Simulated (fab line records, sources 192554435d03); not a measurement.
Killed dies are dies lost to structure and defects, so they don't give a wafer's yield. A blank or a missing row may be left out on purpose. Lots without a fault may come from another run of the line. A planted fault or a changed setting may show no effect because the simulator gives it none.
Chamber matching | flow n5_finfet | N5_FIN_SAQP_SPACER2_ALD_28 on ald_sin-01: 4 sister chambers
The step deposits SiO2, target thk 8.1 nm, pulse time 1 s, purge time 2 s. 20 wafers are shown with their chamber, then 10 later ones without.

WAFERS WITH THEIR CHAMBER
wafer  | chamber | heater_power_w (W) | precursor_pulse_height_rel
L075.1 | 2       | 474                | 0.984
L075.2 | 1       | 439                | 1.032
L075.3 | 3       | 491                | 1.017
L075.4 | 2       | 476                | 1.015
L075.5 | 1       | 436                | 0.973
L075.6 | 3       | 483                | 1.025
L077.2 | 2       | 480                | 1.001
L077.3 | 1       | 424                | 0.997
L077.5 | 2       | 469                | 1.008
L079.2 | 0       | 435                | 1.031
L079.4 | 2       | 469                | 1.021
L079.6 | 3       | 487                | 1.019
L082.1 | 1       | 435                | 1.009
L082.2 | 2       | 467                | 0.994
L082.5 | 2       | 477                | 0.987
L084.1 | 3       | 493                | 1.030
L084.2 | 2       | 469                | 0.981
L084.3 | 0       | 446                | 0.991
L085.1 | 0       | 456                | 1.007
L085.2 | 1       | 451                | 0.982

SIGNATURES (means of the wafers above)
reading                    | chamber 0 | chamber 1 | chamber 2 | chamber 3 | scatter within a chamber
heater_power_w             | 445.67    | 437.00    | 472.62    | 488.50    | 7.12
precursor_pulse_height_rel | 1.00967   | 0.99860   | 0.99887   | 1.02275   | 0.017
Rule: a wafer's distance from a chamber is the root of the sum, over the readings, of the square of ((its reading less the chamber's mean) divided by the reading's scatter). The wafer belongs to the nearest chamber; if the next one is less than 2 further off, it can't be placed. The scatter: the root of (the sum of the squares of (reading less its chamber's mean) over the shown wafers, divided by (wafers less chambers)).

WAFERS WITHOUT THEIR CHAMBER
wafer  | heater_power_w (W) | precursor_pulse_height_rel
L085.3 | 502                | 0.995
L086.1 | 497                | 1.001
L086.2 | 456                | 1.015
L086.4 | 446                | 1.031
L088.2 | 448                | 1.000
L088.3 | 475                | 0.983
L088.5 | 445                | 1.000
L095.1 | 447                | 0.999
L095.2 | 501                | 0.985
L095.6 | 473                | 0.982

WHICH CHAMBER EACH WENT THROUGH
wafer  | from the rows above          | in truth
L085.3 | can't be placed: 3 or 2      | 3
L086.1 | can't be placed: 3 or 2      | 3
L086.2 | can't be placed: 0 or 2 or 1 | 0
L086.4 | can't be placed: 0 or 1      | 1
L088.2 | can't be placed: 0 or 1      | 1
L088.3 | 2                            | 2
L088.5 | can't be placed: 0 or 1      | 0
L095.1 | can't be placed: 0 or 1      | 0
L095.2 | can't be placed: 3 or 2      | 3
L095.6 | 2                            | 2
Placed correctly: 2 of 10. Can't be placed from these rows: 8 (the true chamber is among the candidates in 8). Placed wrongly: 0.
